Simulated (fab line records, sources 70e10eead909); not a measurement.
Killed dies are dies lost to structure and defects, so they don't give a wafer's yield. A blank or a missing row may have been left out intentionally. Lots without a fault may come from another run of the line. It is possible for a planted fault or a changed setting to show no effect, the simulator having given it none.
Matching of chambers :: flow nandHarc :: NHARC_A_CONTACT_ETCH_88 on rieDiel-02: 4 sister chambers
The step etches the open film in CF4, target depth 39 nm, time 65 s. 14 wafers are shown with their chamber, then 7 later ones without.

== EACH WAFER AND ITS CHAMBER ==
wafer: L075.3
chamber: 0
drypumpMotorCurrentA (A): 5.6
showerheadPlenumPTorr (Torr): 1.85
oesProductAu (a.u.): 0.990

wafer: L075.4
chamber: 1
drypumpMotorCurrentA (A): 5.8
showerheadPlenumPTorr (Torr): 1.74
oesProductAu (a.u.): 1.003

wafer: L075.5
chamber: 1
drypumpMotorCurrentA (A): 5.8
showerheadPlenumPTorr (Torr): 1.74
oesProductAu (a.u.): 1.007

wafer: L077.1
chamber: 3
drypumpMotorCurrentA (A): 4.9
showerheadPlenumPTorr (Torr): 1.74
oesProductAu (a.u.): 1.010

wafer: L077.3
chamber: 2
drypumpMotorCurrentA (A): 6.2
showerheadPlenumPTorr (Torr): 1.84
oesProductAu (a.u.): 1.001

wafer: L077.4
chamber: 0
drypumpMotorCurrentA (A): 5.7
showerheadPlenumPTorr (Torr): 1.85
oesProductAu (a.u.): 0.987

wafer: L084.2
chamber: 3
drypumpMotorCurrentA (A): 4.9
showerheadPlenumPTorr (Torr): 1.74
oesProductAu (a.u.): 1.000

wafer: L084.4
chamber: 2
drypumpMotorCurrentA (A): 6.2
showerheadPlenumPTorr (Torr): 1.83
oesProductAu (a.u.): 0.997

wafer: L084.5
chamber: 2
drypumpMotorCurrentA (A): 6.2
showerheadPlenumPTorr (Torr): 1.83
oesProductAu (a.u.): 0.995

wafer: L087.1
chamber: 2
drypumpMotorCurrentA (A): 6.2
showerheadPlenumPTorr (Torr): 1.83
oesProductAu (a.u.): 0.993

wafer: L087.2
chamber: 3
drypumpMotorCurrentA (A): 4.9
showerheadPlenumPTorr (Torr): 1.74
oesProductAu (a.u.): 0.999

wafer: L087.4
chamber: 0
drypumpMotorCurrentA (A): 5.6
showerheadPlenumPTorr (Torr): 1.84
oesProductAu (a.u.): 0.984

wafer: L089.3
chamber: 0
drypumpMotorCurrentA (A): 5.6
showerheadPlenumPTorr (Torr): 1.84
oesProductAu (a.u.): 0.993

wafer: L089.4
chamber: 3
drypumpMotorCurrentA (A): 4.9
showerheadPlenumPTorr (Torr): 1.74
oesProductAu (a.u.): 1.009

SIGNATURES, as means of the wafers listed above
reading: drypumpMotorCurrentA
chamber 0: 5.625
chamber 1: 5.800
chamber 2: 6.200
chamber 3: 4.900
scatter within a chamber: 0.0274

reading: showerheadPlenumPTorr
chamber 0: 1.8450
chamber 1: 1.7400
chamber 2: 1.8325
chamber 3: 1.7400
scatter within a chamber: 0.00418

reading: oesProductAu
chamber 0: 0.98850
chamber 1: 1.00500
chamber 2: 0.99650
chamber 3: 1.00450
scatter within a chamber: 0.00435
Rule: for each reading, subtract the chamber's mean from the wafer's reading, divide by that reading's scatter and square the result; add these up over the readings and take the root, which gives the wafer's distance from the chamber. The wafer belongs to the nearest chamber; if the next one is less than 2 further off, it can't be placed. How the scatter is found: for the shown wafers, subtract from each reading the mean of its chamber, square and add these, divide the total by (wafers less chambers), then take the root.

== WAFERS WHOSE CHAMBER IS MISSING ==
wafer: L089.6
drypumpMotorCurrentA (A): 5.8
showerheadPlenumPTorr (Torr): 1.73
oesProductAu (a.u.): 1.000

wafer: L088.1
drypumpMotorCurrentA (A): 5.8
showerheadPlenumPTorr (Torr): 1.73
oesProductAu (a.u.): 1.000

wafer: L088.4
drypumpMotorCurrentA (A): 5.6
showerheadPlenumPTorr (Torr): 1.84
oesProductAu (a.u.): 1.006

wafer: L088.6
drypumpMotorCurrentA (A): 5.8
showerheadPlenumPTorr (Torr): 1.73
oesProductAu (a.u.): 0.996

wafer: L090.2
drypumpMotorCurrentA (A): 4.9
showerheadPlenumPTorr (Torr): 1.73
oesProductAu (a.u.): 1.008

wafer: L090.4
drypumpMotorCurrentA (A): 5.8
showerheadPlenumPTorr (Torr): 1.73
oesProductAu (a.u.): 0.993

wafer: L090.5
drypumpMotorCurrentA (A): 4.9
showerheadPlenumPTorr (Torr): 1.73
oesProductAu (a.u.): 1.000

== WHICH CHAMBER EACH ONE RAN IN ==
wafer: L089.6
from the rows above: 1
in truth: 1

wafer: L088.1
from the rows above: 1
in truth: 1

wafer: L088.4
from the rows above: 0
in truth: 0

wafer: L088.6
from the rows above: 1
in truth: 1

wafer: L090.2
from the rows above: 3
in truth: 3

wafer: L090.4
from the rows above: 1
in truth: 1

wafer: L090.5
from the rows above: 3
in truth: 3
Correct placement for 7 of the 7. From these rows, 0 cannot be placed. Placed wrongly: 0.
